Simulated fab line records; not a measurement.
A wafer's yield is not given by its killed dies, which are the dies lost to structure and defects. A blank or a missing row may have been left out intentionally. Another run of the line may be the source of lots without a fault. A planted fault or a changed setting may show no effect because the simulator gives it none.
A struck lot beside a sound one	flow n5 finfet	15 out of 1938 route steps
Sound: these wafers, L555.1, L555.3, L555.4. Struck: wafers L566.1, L566.4, L566.5. Last of all comes the cause.
Per side, at each step with rows, come the tool, then ch with its chambers, and then its first start. Under that, the readings that differ: sound wafers	struck wafers	difference of the means	sigmas: that difference in standard deviations of wafers without a fault.
alike: readings with means less than 2 such deviations apart, plus words and numbers identical on both sides. not compared: withheld readings, readings lacking a value on some wafer, bounds such as >300 that could conceal the same value, and numbers that have no deviation in the record and whose values overlap.
Wherever a step has rows on one side only, a row that says differs or no value, or a row with sigmas, the two part there. Numbers that don't overlap but have no deviation are shown without sigmas and don't part them. A reading that every wafer of one side lacks parts them only if that side has two wafers or more.

N5_PASSIVATION_PECVD_00: deposits SiO2 from SiH4/N2O, target thk 200 nm, time 11.2 s.
  sound on pecvd-01 ch 0,2, day 11 04:50; struck on pecvd-02 ch 0,1, day 14 02:53
  alike: heater power outer w, heater power w, showerhead plenum p Torr, throttle valve pct
N5_MIM_BOT_DEGAS_01: time 60 s.
  sound on pvd sputter-03 at day 11 05:26; struck on pvd sputter-01 at day 14 03:21
  alike: heater power w
N5_MIM_BOT_SPUTTER_00: material TiN, target thk 35 nm, time 89.7 s.
  sound on pvd sputter-03 at day 11 05:29; struck on pvd sputter-01 at day 14 03:23
  alike: throttle valve pct
N5_MIM_TOP_ALD_00: deposits Al2O3, purge time 3 s, co reactant pulse time 3 s.
  sound on ald hk-01 ch 0,1,2, day 11 05:35; struck on ald hk-01 ch 1,3, day 14 03:29
  alike: precursor pulse height rel
N5_MIM_TOP_ALD_01: deposits HfO2, target thk 5.6 nm, pulse time 1 s, purge time 3 s.
  sound: ald hk-01 ch 0,1,2; struck: ald hk-01 ch 1,3
  alike: precursor pulse height rel
then, 7 steps without rows for these wafers: N5_MIM_TOP_ALD_02 (deposits Al2O3, purge time 3 s, co reactant pulse time 3 s); N5_MIM_TOP_DEGAS_04 (time 60 s); N5_MIM_TOP_SPUTTER_03 (material TiN, target thk 35 nm, time 89.7 s); N5_MIM_TOP_LITHO_HMDS_01 (time 60 s); N5_MIM_TOP_LITHO_COAT_02; N5_MIM_TOP_LITHO_EBR_04; N5_MIM_TOP_LITHO_SOFTBAKE_03 (time 90 s).
N5_MIM_TOP_LITHO_EXPOSE_05: exposes mask MIM TOP, target cd 2000 nm.
  sound on krf scanner-01 ch 0, day 11 06:23; struck on krf scanner-01 ch 0, day 14 04:18
reading	sound	struck	difference	sigmas
exposure dose mJ cm2	20.490 20.493 20.525	19.993 19.982 19.977	-0.519	-26
  alike: mask
after that, 1 step had no rows for these wafers: N5_MIM_TOP_LITHO_PEB_06.
N5_PASSIVATION_PROBE_49:
  record: rows for the struck wafers here (prober-01, day 14 14:23), none for the sound ones

WHERE THEY PART
At N5_MIM_TOP_LITHO_EXPOSE_05 first; at N5_PASSIVATION_PROBE_49 last (within this record only).

WHY: what the simulator had put in
Process parameter drift: krf scanner-01, from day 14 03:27 on, at N5_MIM_TOP_LITHO_EXPOSE_05. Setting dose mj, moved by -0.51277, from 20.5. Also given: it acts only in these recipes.
